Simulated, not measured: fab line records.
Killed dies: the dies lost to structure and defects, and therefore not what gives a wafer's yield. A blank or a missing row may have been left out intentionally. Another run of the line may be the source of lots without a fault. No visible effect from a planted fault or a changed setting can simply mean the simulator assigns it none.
fab line records -- flow n5Finfet
[record] lots = 8, wafers = 24, lastDay = 17
route steps=1938 shown BEOL_M0_SAQP@679 BEOL_M0@716 BEOL_M4@1111 PASSIVATION@1936
lots untouched by any fault: they come from a run of this same line in which no faults occurred
startH: hours from the record's opening day to when the first of the lot's shown wafers began -- waitH: how many hours have passed since the lot's step before this one -- " repeats the value in the row above -- L1.1+2: a row that stands for several wafers -- - value missing, or start not given -- * or withheld: withheld -- < > ~ a bound
route shown NAME@n: NAME is a module with steps in the file, n the number in the route of the first one -- usual: average and standard deviation across the fault-free wafers -- same: alike in all rows -- chamber/n: place in a boat -- sites: the reading at each site -- _std_site: their standard deviation -- _edge_site: mean of outer sites minus mean of inner sites -- radiusMm: how far each site lies from the wafer's centre -- mask NAME#n: copy n -- behind: the most recent tool/chamber to have shaped the wafer -- hold: why the lot was held/for how many hours/how that ended -- device: the transistor (n, p or np) that didn't switch -- end of line: tests run on the same wafers once the route is complete -- a step without rows: its recipe alone -- killed: dies lost to structure and defects at the first sort, not the wafer's yield -- map: per-die view of a wafer (x killed, . not killed, _ where there is no die)
set.NAME: the setting the step ran with; set.NAME@STEP: the setting that earlier step ran with -- model.NAME: the simulator's own value behind a step, which no gauge read
the route's steps for a sample of lots (tables are steps, rows are wafers)
services: a tool's chamber out of use, with start hour (startH, from the record's first day; less than 0 if before it), hours out, and reason
[[steps]]
[step N5_BEOL_M0_SAQP_CD_MEAS_29]
[recipe] targetCdNm = 14.4, landingEnergyEv = 1000, detector = seInlens
[usual] cdNm = 15.00/0.21
[same] landingEnergyEv = 1000
lot.wafer,tool,chamber,startH,waitH,cdNm
L676.1,cdSem-02,0,118.97,0.1,14.74
L676.3,cdSem-02,0,118.97,0.1,14.88
L676.6,cdSem-02,0,118.97,0.1,14.76
L679.1,cdSem-02,0,145.76,0.1,15.01
L679.4,cdSem-02,0,145.76,0.1,15.15
L679.5,cdSem-02,0,145.76,0.1,15.31
L688.1,cdSem-03,0,195.50,0.1,14.94
L688.2,cdSem-03,0,195.50,0.1,14.35
L688.6,cdSem-03,0,195.50,0.1,15.04
L689.1,cdSem-02,0,198.72,0.1,15.00
L689.4,cdSem-02,0,198.72,0.1,15.06
L689.6,cdSem-02,0,198.72,0.1,15.25
L690.2,cdSem-02,0,204.49,0.1,14.79
L690.3,cdSem-02,0,204.49,0.1,15.02
L690.5,cdSem-02,0,204.49,0.1,15.40
L694.1,cdSem-01,0,231.39,0.1,14.95
L694.4,cdSem-01,0,231.39,0.1,14.74
L694.6,cdSem-01,0,231.39,0.1,15.16
L695.1,cdSem-01,0,232.50,0.1,14.92
L695.3,cdSem-01,0,232.50,0.1,15.11
L695.4,cdSem-01,0,232.50,0.1,14.92
L697.3,cdSem-03,0,245.09,0.1,15.26
L697.4,cdSem-03,0,245.09,0.1,15.58
L697.5,cdSem-03,0,245.09,0.1,15.25
[step N5_BEOL_M0_SAQP_ETCH_73]
[recipe] chemistry = CF4, target = SiARC, targetDepthA = 195, maskMaterial = CAR-EUV, timeS = 32.5, ionEnergyEv = 80, pressureMtorr = 40, sourceW = 545, biasW = 36, Ar_flow_sccm = 100, cf4FlowSccm = 100, ends = cleared
[usual] chamberPressureMTorr = 40.00/0.055, drypumpMotorCurrentA = 5.8/0.58, etchRfOnTimeS = 32.4/0.39, oesProductAu = 0.66/0.076, rfVppV = 184.1/1.3, showerheadPlenumPTorr = 2.15/0.081, throttleValvePct = 15.62/0.19
lot.wafer,tool,chamber,startH,waitH,chamberPressureMTorr,drypumpMotorCurrentA,etchRfOnTimeS,oesProductAu,rfHoursCounterH,rfVppV,showerheadPlenumPTorr,throttleValvePct
L676.1,rieDiel-03,0,119.45,0.0,39.99,5.1,32.5,0.64,151,182.9,2.06,15.49
L676.3,rieDiel-03,3,119.45,0.0,39.95,6.4,33.2,0.59,249,183.0,2.03,15.72
L676.6,rieDiel-03,3,119.45,0.0,39.95,6.4,33.5,0.58,-,182.4,2.03,15.70
L679.1,rieDiel-04,1,146.24,0.0,39.96,5.4,32.8,0.58,252,185.9,2.20,15.93
L679.4,rieDiel-04,1,146.24,0.0,39.99,5.4,32.6,0.59,-,183.4,2.20,15.92
L679.5,rieDiel-04,3,146.24,0.0,39.97,6.8,32.4,0.60,-,183.3,2.04,15.52
L688.1,rieDiel-04,1,196.11,0.0,39.99,5.4,31.6,0.81,13,184.3,2.19,15.45
L688.2,rieDiel-04,0,196.11,0.0,40.01,5.4,32.6,0.65,162,186.2,2.22,15.78
L688.6,rieDiel-04,1,196.11,0.0,40.14,5.4,31.5,0.81,-,183.5,2.19,15.45
L689.1,rieDiel-03,1,199.41,0.0,39.97,6.1,32.5,0.64,147,185.6,2.23,15.73
L689.4,rieDiel-03,3,199.41,0.0,40.03,6.5,31.9,0.78,17,185.3,2.27,15.23
L689.6,rieDiel-03,1,199.41,0.0,40.00,6.1,32.5,0.63,-,183.7,2.23,15.71
L690.2,rieDiel-03,2,205.09,0.0,40.01,5.4,32.4,0.62,194,183.8,2.13,15.76
L690.3,rieDiel-03,0,205.09,0.0,40.00,5.1,32.0,0.63,174,184.6,2.06,15.55
L690.5,rieDiel-03,3,205.09,0.0,40.03,6.4,32.3,0.77,-,185.9,2.27,15.24
L694.1,rieDiel-03,3,231.87,0.0,40.01,6.4,32.3,0.76,29,185.6,2.27,15.26
L694.4,rieDiel-03,0,231.87,0.0,39.99,5.1,32.4,0.61,183,182.9,2.05,15.54
L694.6,rieDiel-03,1,231.87,0.0,40.03,6.1,32.6,0.62,-,186.0,2.22,15.75
L695.1,rieDiel-04,0,233.19,0.0,39.95,5.4,32.6,0.65,175,186.1,2.22,15.80
L695.3,rieDiel-04,3,233.19,0.0,40.00,6.8,32.4,0.58,229,181.7,2.03,15.58
L695.4,rieDiel-04,1,233.19,0.0,40.00,5.4,31.9,0.77,26,183.4,2.19,15.49
L697.3,rieDiel-04,1,245.72,0.0,40.03,5.4,31.3,0.78,27,185.3,2.19,15.50
L697.4,rieDiel-04,2,245.72,0.0,39.98,6.1,32.7,0.59,250,182.4,2.11,15.86
L697.5,rieDiel-04,1,245.72,0.0,40.02,5.4,31.6,0.77,-,184.1,2.19,15.49
[step N5_BEOL_M0_HM_OPEN_105]
[recipe] chemistry = Cl2/BCl3, targetDepthA = 120, target = TiN, ionEnergyEv = 150, pressureMtorr = 10, icpW = 1000, biasW = 126, Cl2_flow_sccm = 53.25, bcl3FlowSccm = 21.75, Ar_flow_sccm = 25
[usual] bcl3FlowSccm = 21.76/0.064, biasW = 126.0/0.38, chamberPressureMTorr = 10.000/0.0096, drypumpMotorCurrentA = 5.8/0.31, heBacksideLeakSccm = 3.32/0.27, oes_ar_750_au = 0.76/0.1, oesProductAu = 0.76/0.1, throttleValvePct = 21.93/0.19
lot.wafer,tool,chamber,startH,waitH,bcl3FlowSccm,biasW,chamberPressureMTorr,drypumpMotorCurrentA,heBacksideLeakSccm,oes_ar_750_au,oesProductAu,rfHoursCounterH,throttleValvePct
L676.1,rieMetal-03,0,122.16,0.3,21.81,125.7,10.006,6.0,3.50,0.71,0.71,73,21.73
L676.3,rieMetal-03,0,122.16,0.3,21.75,125.6,9.986,6.0,3.47,0.71,0.71,-,21.72
L676.6,rieMetal-03,0,122.16,0.3,21.77,126.6,10.005,5.9,3.40,0.71,0.71,-,21.72
L679.1,rieMetal-03,0,150.48,2.3,21.77,126.0,10.013,6.0,3.33,0.71,0.70,75,21.72
L679.4,rieMetal-03,1,150.48,2.3,21.90,125.9,9.984,5.8,3.11,0.64,0.64,-,22.27
L679.5,rieMetal-03,0,150.48,2.3,21.83,125.9,10.006,6.0,3.48,0.71,0.70,-,21.73
L688.1,rieMetal-01,0,202.57,4.8,-,-,-,-,-,-,-,-,-
L688.2,rieMetal-01,1,202.57,4.8,-,-,-,-,-,-,-,-,-
L688.6,rieMetal-01,0,202.57,4.8,-,-,-,-,-,-,-,-,-
L689.1,rieMetal-02,0,202.57,0.6,-,-,-,-,-,-,-,-,-
L689.4,rieMetal-02,0,202.57,0.6,-,-,-,-,-,-,-,-,-
L689.6,rieMetal-02,0,202.57,0.6,-,-,-,-,-,-,-,-,-
L690.2,rieMetal-03,1,209.51,2.8,-,-,-,-,-,-,-,-,-
L690.3,rieMetal-03,0,209.51,2.8,-,-,-,-,-,-,-,-,-
L690.5,rieMetal-03,0,209.51,2.8,-,-,-,-,-,-,-,-,-
L694.1,rieMetal-02,0,237.04,3.0,21.80,125.9,9.990,5.4,3.22,0.87,0.87,20,22.07
L694.4,rieMetal-02,0,237.04,3.0,21.72,126.4,10.000,5.4,3.07,0.87,0.87,-,22.08
L694.6,rieMetal-02,0,237.04,3.0,21.79,125.7,10.015,5.4,3.30,0.87,0.87,-,22.06
L695.1,rieMetal-03,0,237.08,1.7,21.73,125.8,10.015,6.0,3.44,0.69,0.68,83,21.76
L695.3,rieMetal-03,0,237.08,1.7,21.80,125.9,10.002,6.0,3.34,0.68,0.68,-,21.75
L695.4,rieMetal-03,0,237.08,1.7,21.77,126.0,10.002,6.0,3.31,0.69,0.69,-,21.74
L697.3,rieMetal-03,0,257.23,8.7,21.70,126.9,10.005,6.0,3.42,0.69,0.69,-,21.74
L697.4,rieMetal-03,1,257.23,8.7,21.72,125.8,10.004,5.8,2.97,0.99,0.99,-,22.01
L697.5,rieMetal-03,1,257.23,8.7,21.83,125.9,10.008,5.8,3.02,0.98,0.99,-,22.00
[step N5_BEOL_M0_ETCH_128]
[recipe] chemistry = CF4/N2, targetDepthA = 120, overetchA = 51, target = SiCN, timeS = 21.4, ionEnergyEv = 150, pressureMtorr = 40, sourceW = 430, biasW = 70, Ar_flow_sccm = 100, cf4FlowSccm = 60, n2FlowSccm = 60
[usual] chamberPressureMTorr = 40.00/0.046, drypumpMotorCurrentA = 5.8/0.46, oesProductAu = 0.54/0.063, rfVppV = 383.1/2.2, showerheadPlenumPTorr = 2.23/0.081, throttleValvePct = 15.43/0.27
lot.wafer,tool,chamber,startH,waitH,chamberPressureMTorr,drypumpMotorCurrentA,oesProductAu,rfHoursCounterH,rfVppV,showerheadPlenumPTorr,throttleValvePct
L676.1,rieDiel-06,1,122.84,0.3,40.02,5.9,0.46,232,380.2,2.09,15.98
L676.3,rieDiel-06,2,122.84,0.3,39.98,5.1,0.50,169,378.9,2.11,15.74
L676.6,rieDiel-06,3,122.84,0.3,40.02,5.8,0.64,-,386.5,2.35,15.18
L679.1,rieDiel-06,1,151.71,0.9,40.06,5.9,0.47,243,380.1,2.09,16.01
L679.4,rieDiel-06,0,151.71,0.9,40.02,5.8,0.48,222,380.4,2.18,15.82
L679.5,rieDiel-06,0,151.71,0.9,40.07,5.8,0.48,-,382.0,2.18,15.78
L689.1,rieDiel-02,0,202.89,0.0,39.94,6.4,0.28,183,382.6,2.19,15.27
L689.4,rieDiel-02,2,202.89,0.0,40.03,5.9,0.27,200,383.1,2.27,15.40
L689.6,rieDiel-02,2,202.89,0.0,39.96,5.9,0.27,-,382.9,2.27,15.39
L688.1,rieDiel-05,0,202.90,0.0,40.00,5.9,0.34,33,380.0,2.15,15.01
L688.2,rieDiel-05,1,202.90,0.0,40.02,5.2,0.31,85,383.6,2.23,15.65
L688.6,rieDiel-05,2,202.90,0.0,39.99,5.5,0.34,-,384.6,2.35,15.21
L690.2,rieDiel-05,2,210.19,0.3,39.96,5.6,0.34,22,385.9,2.34,15.23
L690.3,rieDiel-05,3,210.19,0.3,39.99,4.8,0.26,209,382.4,2.28,15.57
L690.5,rieDiel-05,1,210.19,0.3,39.99,5.2,0.29,-,383.7,2.23,15.64
L694.1,rieDiel-05,1,237.87,0.5,39.95,5.2,0.55,98,383.9,2.23,15.68
L694.4,rieDiel-05,0,237.87,0.5,40.02,5.9,0.60,46,381.4,2.15,15.05
L694.6,rieDiel-05,2,237.87,0.5,40.01,5.6,0.60,-,387.3,2.34,15.26
L695.1,rieDiel-02,0,238.24,0.4,40.02,6.4,0.50,197,381.2,2.19,15.29
L695.3,rieDiel-02,3,238.24,0.4,40.00,5.7,0.68,1,381.2,2.17,15.07
L695.4,rieDiel-02,2,238.24,0.4,40.02,5.9,0.50,216,383.1,2.27,15.44
L697.3,rieDiel-02,2,257.50,0.0,39.98,5.9,0.49,222,385.4,2.27,15.43
L697.4,rieDiel-02,3,257.50,0.0,39.94,5.8,0.65,7,381.1,2.16,15.07
L697.5,rieDiel-02,3,257.50,0.0,40.02,5.8,0.65,-,380.1,2.17,15.08
[step N5_BEOL_M0_STRIP_142]
[recipe] chemistry = N2/H2, timeS = 10, powerW = 450, tempC = 40, pressureMtorr = 20, rfFrequencyHz = 6e+07, biasPowerW = 7, n2FlowSccm = 200, h2FlowSccm = 200
[usual] chamberPressureMTorr = 20.000/0.018, drypumpMotorCurrentA = 5.8/0.46, oesProductAu = 0.79/0.099, rfVppV = 59.1/0.86, showerheadPlenumPTorr = 2.57/0.097, throttleValvePct = 23.7/0.34
lot.wafer,tool,chamber,startH,waitH,chamberPressureMTorr,drypumpMotorCurrentA,oesProductAu,rfHoursCounterH,rfVppV,showerheadPlenumPTorr,throttleValvePct
L676.1,rieDiel-06,1,122.90,0.0,19.982,5.9,0.68,232,58.8,2.40,24.5
L676.3,rieDiel-06,2,122.90,0.0,19.976,5.1,0.73,169,57.7,2.43,24.0
L676.6,rieDiel-06,3,122.90,0.0,20.011,5.7,0.92,-,59.0,2.71,23.6
L679.1,rieDiel-06,1,151.78,0.0,20.005,5.9,0.67,243,58.4,2.40,24.5
L679.4,rieDiel-06,0,151.78,0.0,19.995,5.8,0.70,222,58.8,2.51,24.1
L679.5,rieDiel-06,0,151.78,0.0,19.988,5.8,0.70,-,60.0,2.51,24.1
L689.1,rieDiel-02,0,202.96,0.0,19.984,6.4,0.73,183,60.0,2.52,23.3
L689.4,rieDiel-02,2,202.96,0.0,19.990,5.9,0.72,200,59.4,2.63,23.7
L689.6,rieDiel-02,2,202.96,0.0,19.995,5.9,0.72,-,58.5,2.63,23.7
L688.1,rieDiel-05,0,202.96,0.0,19.986,5.9,0.90,33,59.7,2.47,23.4
L688.2,rieDiel-05,1,202.96,0.0,19.990,5.2,0.81,85,59.3,2.57,24.0
L688.6,rieDiel-05,2,202.96,0.0,20.022,5.5,0.90,-,58.8,2.71,23.4
L690.2,rieDiel-05,2,210.26,0.0,19.996,5.6,0.89,22,61.1,2.71,23.4
L690.3,rieDiel-05,3,210.26,0.0,20.014,4.8,0.69,209,59.2,2.63,23.7
L690.5,rieDiel-05,1,210.26,0.0,20.023,5.2,0.82,-,57.9,2.57,24.0
L694.1,rieDiel-05,1,237.93,0.0,20.003,5.2,0.81,98,57.9,2.57,24.1
L694.4,rieDiel-05,0,237.93,0.0,20.000,5.9,0.89,46,58.1,2.47,23.4
L694.6,rieDiel-05,2,237.93,0.0,19.987,5.5,0.88,-,59.6,2.70,23.4
L695.1,rieDiel-02,0,238.31,0.0,19.971,6.4,0.72,197,60.5,2.52,23.3
L695.3,rieDiel-02,3,238.31,0.0,19.974,5.8,1.00,1,59.5,2.50,23.4
L695.4,rieDiel-02,2,238.31,0.0,20.028,5.9,0.71,216,57.9,2.62,23.7
L697.3,rieDiel-02,2,257.57,0.0,20.016,5.9,0.70,222,60.1,2.62,23.7
L697.4,rieDiel-02,3,257.57,0.0,19.982,5.8,0.96,7,57.8,2.50,23.4
L697.5,rieDiel-02,3,257.57,0.0,20.021,5.8,0.95,-,58.4,2.50,23.3
[step N5_BEOL_M0_OCD_MEAS_108]
[usual] trenchDepthNm = 32.7/0.61
lot.wafer,tool,chamber,startH,waitH,trenchDepthNm
L676.1,ocd-01,-,122.98,0.1,32.7
L676.3,ocd-01,-,122.98,0.1,32.0
L676.6,ocd-01,-,122.98,0.1,33.4
L679.1,ocd-01,-,151.86,0.1,32.5
L679.4,ocd-01,-,151.86,0.1,32.4
L679.5,ocd-01,-,151.86,0.1,32.7
L689.1,ocd-01,-,203.04,0.1,0.4
L689.4,ocd-01,-,203.04,0.1,0.0
L689.6,ocd-01,-,203.04,0.1,0
L688.1,ocd-02,-,203.04,0.1,0.4
L688.2,ocd-02,-,203.04,0.1,0.1
L688.6,ocd-02,-,203.04,0.1,0.3
L690.2,ocd-01,-,210.34,0.1,0.3
L690.3,ocd-01,-,210.34,0.1,0
L690.5,ocd-01,-,210.34,0.1,0.1
L694.1,ocd-01,-,238.01,0.1,32.9
L694.4,ocd-01,-,238.01,0.1,32.7
L694.6,ocd-01,-,238.01,0.1,32.8
L695.1,ocd-01,-,238.39,0.1,31.7
L695.3,ocd-01,-,238.39,0.1,32.2
L695.4,ocd-01,-,238.39,0.1,32.0
L697.3,ocd-02,-,257.65,0.1,32.2
L697.4,ocd-02,-,257.65,0.1,32.5
L697.5,ocd-02,-,257.65,0.1,32.4
[step N5_BEOL_M4_RC_MEAS_101]
[usual] DIBL_N = 35.9/1.4, DIBL_P = 35.9/1.7, IOFF_N = 0.155/0.023, IOFF_P = 0.201/0.029, ION_N = 672/8.8, ION_P = 460/7, SS_N = 71.6/0.48, SS_P = 73.1/0.64, VT_N = 250.0/3, VT_P = -251.6/3
lot.wafer,tool,chamber,startH,waitH,DIBL_N[mV/V],DIBL_P[mV/V],IOFF_N[nA/um],IOFF_P[nA/um],ION_N[uA/um],ION_P[uA/um],SS_N[mV/dec],SS_P[mV/dec],VT_N[mV],VT_P[mV]
L676.1,prober-02,0,172.95,0.0,34.9,33.6,0.130,0.184,652,452,71.9,72.2,256.1,-249.7
L676.3,prober-02,0,172.95,0.0,34.1,33.5,0.120,0.181,660,455,71.0,72.6,254.3,-250.7
L676.6,prober-02,0,172.95,0.0,35.3,35.0,0.145,0.213,664,463,71.7,72.7,251.9,-250.3
L679.1,prober-01,0,198.70,0.0,36.1,36.3,0.168,0.217,675,460,72.0,73.0,247.6,-250.3
L679.4,prober-01,0,198.70,0.0,36.0,36.4,0.163,0.207,676,458,71.1,73.4,250.3,-251.0
L679.5,prober-01,0,198.70,0.0,35.6,36.0,0.172,0.213,673,457,71.3,73.2,248.9,-250.2
L695.1,prober-02,0,286.47,0.0,39.1,39.8,0.211,0.260,682,462,72.3,74.4,243.3,-250.6
L695.3,prober-02,0,286.47,0.0,38.5,39.4,0.195,0.250,685,464,72.4,73.7,248.6,-249.5
L695.4,prober-02,0,286.47,0.0,37.6,38.0,0.187,0.231,686,469,71.8,73.0,243.6,-249.3
L694.1,prober-01,0,286.94,0.0,36.6,37.5,0.168,0.213,682,461,72.3,73.8,248.7,-250.7
L694.4,prober-01,0,286.94,0.0,36.3,37.9,0.170,0.217,676,460,72.0,74.1,248.1,-251.7
L694.6,prober-01,0,286.94,0.0,35.4,36.6,0.149,0.199,668,461,72.8,73.7,250.8,-250.6
L697.3,prober-01,0,306.07,0.6,35.9,35.7,0.155,0.183,679,461,71.4,72.8,248.4,-253.1
L697.4,prober-01,0,306.07,0.6,37.2,35.9,0.157,0.196,670,454,71.7,73.5,250.7,-252.3
L697.5,prober-01,0,306.07,0.6,34.9,34.2,0.132,0.171,666,451,70.5,73.4,252.3,-254.2
[step N5_PASSIVATION_PROBE_49]
[usual] defectLimitedYield = 91.7/1.5, killed_at_M0_to_M3 = 30/8.6, killed_at_M4_up = 12/4.5, killedAtContacts = 13/5.8, killedAtFrontEnd = 38/11, killedAtOther = 4/3, killedDies = 97/17, killedOnRim = 13/3.6, killedOpen = 63/12, killedShort = 32/8.8, sort_bin_5_function = 4.8/0.91, sort_bin_6_memory = 3.1/0.68, sortNPass = 1083/17, sortYieldPct = 91.7/1.5
[same] grossDies = 1180, killedAtBackSide = 0, sort_bin_4_leakage[%] = 0, sort_bin_8_speed[%] = 0
lot.wafer,tool,chamber,startH,waitH,defectLimitedYield[%],killed_at_M0_to_M3,killed_at_M4_up,killedAtContacts,killedAtFrontEnd,killedAtOther,killedDies,killedOnRim,killedOpen,killedShort,sort_bin_5_function[%],sort_bin_6_memory[%],sortNPass,sortYieldPct[%]
L689.1,prober-01,-,357.49,0.0,0,1105,9,15,47,4,1180,152,71,49,96.2,3.3,0,0
L689.4,prober-01,-,357.64,0.2,0,1102,24,11,41,2,1180,152,55,43,97.0,2.5,0,0
L689.6,prober-01,-,357.74,0.3,0,1095,18,19,39,9,1180,152,78,35,95.9,3.8,0,0
L688.1,prober-02,-,363.43,0.0,0,1146,10,10,12,2,1180,152,40,16,97.8,2.1,0,0
L688.2,prober-02,-,363.48,0.1,0,1145,8,2,24,1,1180,152,39,21,98.3,1.6,0,0
L688.6,prober-02,-,363.68,0.3,0,1130,6,16,26,2,1180,152,49,15,97.7,1.9,0,0
// killed by level:class
L689.1 BEOL_M0:areaOpen=1060 BEOL_M0_SAQP:geometricParticle:open=16 FIN_SAQP:geometricParticle:short=14 STI_FIN_REVEAL:geometricParticle:open=12 MOL_CONTACT_COAG:geometricParticle:open=8 BEOL_M0_SAQP:geometricParticle:short=7 MOL_CONTACT_COAG:geometricParticle:short=7 FIN_SAQP:geometricParticle:open=6
L689.4 BEOL_M0:areaOpen=1081 FIN_SAQP:geometricParticle:short=18 MOL_CONTACT_COAG:geometricParticle:open=10 FIN_SAQP:geometricParticle:open=9 BEOL_M4:geometricParticle:short=8 BEOL_M2:geometricParticle:open=6 BEOL_M4:geometricParticle:open=6 BEOL_M5:geometricParticle:open=5
L689.6 BEOL_M0:areaOpen=1067 FIN_SAQP:geometricParticle:open=22 MOL_CONTACT_COAG:geometricParticle:open=15 FIN_SAQP:geometricParticle:short=7 BEOL_M1:geometricParticle:open=7 BEOL_M4:geometricParticle:short=6 BEOL_M0_SAQP:geometricParticle:open=5 MOL_CONTACT_COAG:geometricParticle:short=4
L688.1 BEOL_M0:areaOpen=1124 BEOL_M3:geometricParticle:open=9 MOL_CONTACT_COAG:geometricParticle:open=8 GATE_CUT:geometricParticle:short=5 BEOL_M6:geometricParticle:open=5 BEOL_M0_SAQP:geometricParticle:short=4 BEOL_M1:geometricParticle:open=4 BEOL_M0_SAQP:geometricParticle:open=3
L688.2 BEOL_M0:areaOpen=1118 BEOL_M0_SAQP:geometricParticle:short=8 STI_FIN_REVEAL:geometricParticle:open=5 BEOL_M3:geometricParticle:open=5 FIN_SAQP:geometricParticle:open=4 BEOL_M1:geometricParticle:open=4 BEOL_M6:geometricParticle:open=4 BEOL_M1:geometricParticle:short=3
L688.6 BEOL_M0:areaOpen=1115 MOL_CONTACT_COAG:geometricParticle:open=13 FIN_SAQP:geometricParticle:open=5 STI_FIN_REVEAL:geometricParticle:open=5 BEOL_M1:geometricParticle:open=4 STARTING-WAFER:geometricParticle:open=4 MOL_CONTACT_COAG:geometricParticle:short=3 BEOL_M0_SAQP:geometricParticle:open=3
[[services]]
tool,chamber,startH,hours,kind
rieDiel-05,0,97.85,-,clean
rieDiel-05,0,97.85,-,consumableReplace:focusRing
rieDiel-05,0,97.85,20.0,scheduledDown
rieDiel-05,0,97.85,20.0,ventCycle
rieDiel-06,1,99.50,6.9,repair
rieDiel-05,2,118.45,-,clean
rieDiel-05,2,118.45,-,consumableReplace:focusRing
rieDiel-05,2,118.45,-,consumableReplace:showerhead
rieDiel-05,2,118.45,17.9,scheduledDown
rieDiel-05,2,118.45,17.9,ventCycle
rieMetal-02,0,119.16,12.5,repair
rieDiel-03,-,123.29,14.6,pm
rieDiel-04,2,124.85,24.6,repair
rieDiel-04,0,161.53,6.6,repair
rieDiel-03,1,175.27,12.3,repair
rieDiel-04,3,193.45,8.9,repair
rieDiel-06,0,200.31,15.8,repair
rieDiel-04,-,211.67,2.8,pm
rieDiel-04,-,217.33,2.1,repair
rieDiel-02,3,221.54,-,clean
rieDiel-02,3,221.54,-,consumableReplace:focusRing
rieMetal-03,1,230.89,-,clean
rieMetal-03,1,230.89,21.3,scheduledDown
rieDiel-04,1,239.23,6.4,repair
[[key]]
[firstSign] step = N5_BEOL_M0_HM_OPEN_105, reading = toolRecord, direction = missing
[effect] step = N5_BEOL_M0_ETCH_128, reading = oesProductAu, direction = down, sigmas = 3.8, usual = 0.54, struck = 0.30
[effect] step = N5_BEOL_M0_OCD_MEAS_108, reading = trenchDepthNm, direction = down, sigmas = 53, usual = 32.7, struck = 0.2
[effect] step = N5_PASSIVATION_PROBE_49, reading = killed_at_M0_to_M3, direction = up, sigmas = 99+, usual = 30, struck = 1120
[moreKillsBornAt] N5_BEOL_M0_HM_OPEN_105@rieMetal-01 = 3357, N5_BEOL_M0_HM_OPEN_105@rieMetal-02 = 3208
metAt N5_BEOL_M0_HM_OPEN_105
struckLots L688,L689,L690
rowsEnd L690.2,L690.3,L690.5
laterRowsLeftOut L688.1,L688.2,L688.6,L689.1,L689.4,L689.6
notActingAt N5_BEOL_M0_SAQP_CD_MEAS_29,N5_BEOL_M0_SAQP_ETCH_73,N5_BEOL_M0_STRIP_142
onsetBetween 150.48 202.57
[earlierFault] kind = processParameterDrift, tool = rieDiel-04, chamber = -, onsetH = 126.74, steps = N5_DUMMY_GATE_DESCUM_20, channel = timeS, offset = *, shape = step, actsIn = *, stated = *
[fault] kind = skippedStepWhole, tool = rieMetal-01,rieMetal-02,rieMetal-03, chamber = -, onsetH = 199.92, steps = N5_BEOL_M0_HM_OPEN_105, scope = struckLotsOnly
// laterRowsLeftOut: the simulator's readings of these wafers behind a module that went badly wrong aren't trusted and aren't shown, but for the sort
// rowsEnd: these wafers met a further fault down the route, and their rows from its step on are left out
